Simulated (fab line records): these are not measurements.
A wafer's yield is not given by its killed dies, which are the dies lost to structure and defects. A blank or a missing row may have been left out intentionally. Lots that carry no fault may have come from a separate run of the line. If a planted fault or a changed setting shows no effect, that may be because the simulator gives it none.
Matching of chambers -- flow nandHarc -- NHARC_A_CONTACT_ETCH_110 on rieDiel-03: 4 sister chambers
The step etches the open film in CF4/O2, target depth 60 nm, overetch 6 nm, time 33 s. 14 wafers are shown with their chamber, then 6 later ones without.

== WAFERS PAIRED WITH THEIR CHAMBERS ==
wafer,chamber,rfVppV (V),oesProductAu (a.u.),o2FlowSccm (sccm)
L977.1,0,196.1,1.022,20.07
L977.3,3,199.9,0.995,20.01
L977.4,2,195.7,0.994,20.00
L978.1,1,196.6,1.016,19.96
L978.4,2,196.2,0.992,19.91
L978.5,1,198.1,1.009,19.95
L983.1,2,196.2,0.999,19.90
L983.4,1,197.4,1.013,20.01
L989.1,3,199.7,0.978,20.08
L989.5,0,196.5,1.012,20.02
L989.6,1,197.1,1.022,20.07
L991.2,0,195.4,1.008,20.13
L991.5,0,195.9,1.006,20.01
L991.6,1,195.5,1.020,20.04

SIGNATURES (averages over the wafers above)
reading,chamber 0,chamber 1,chamber 2,chamber 3,scatter within a chamber
rfVppV,195.975,196.940,196.033,199.800,0.677
oesProductAu,1.01200,1.01600,0.99500,0.98650,0.00658
o2FlowSccm,20.0575,20.0060,19.9367,20.0450,0.053
Rule: distance of a wafer from a chamber = root of the sum over the readings of ((wafer's reading minus chamber's mean) / reading's scatter) squared. The wafer belongs to the nearest chamber; if the next one is less than 2 further off, it can't be placed. The scatter: take each reading less its chamber's mean, square it, sum over the shown wafers, divide by the number of wafers less the number of chambers, and take the root.

== WAFERS WITHOUT THEIR CHAMBER ==
wafer,rfVppV (V),oesProductAu (a.u.),o2FlowSccm (sccm)
L992.2,196.5,0.972,20.05
L992.3,194.8,1.016,20.01
L992.5,198.0,0.973,20.09
L997.1,195.3,0.966,20.02
L997.3,196.6,1.014,19.97
L997.4,196.3,0.969,20.03

== WHICH CHAMBER EACH ONE RAN IN ==
wafer,from the rows above,in truth
L992.2,can't be placed: 2 or 3 or 0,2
L992.3,can't be placed: 0 or 1 or 2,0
L992.5,can't be placed: 3 or 2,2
L997.1,2,2
L997.3,can't be placed: 1 or 0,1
L997.4,can't be placed: 2 or 3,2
Placed correctly: 1 of 6. Can't be placed from these rows: 5 (the true chamber is among the candidates in 5). Wrongly placed: 0.
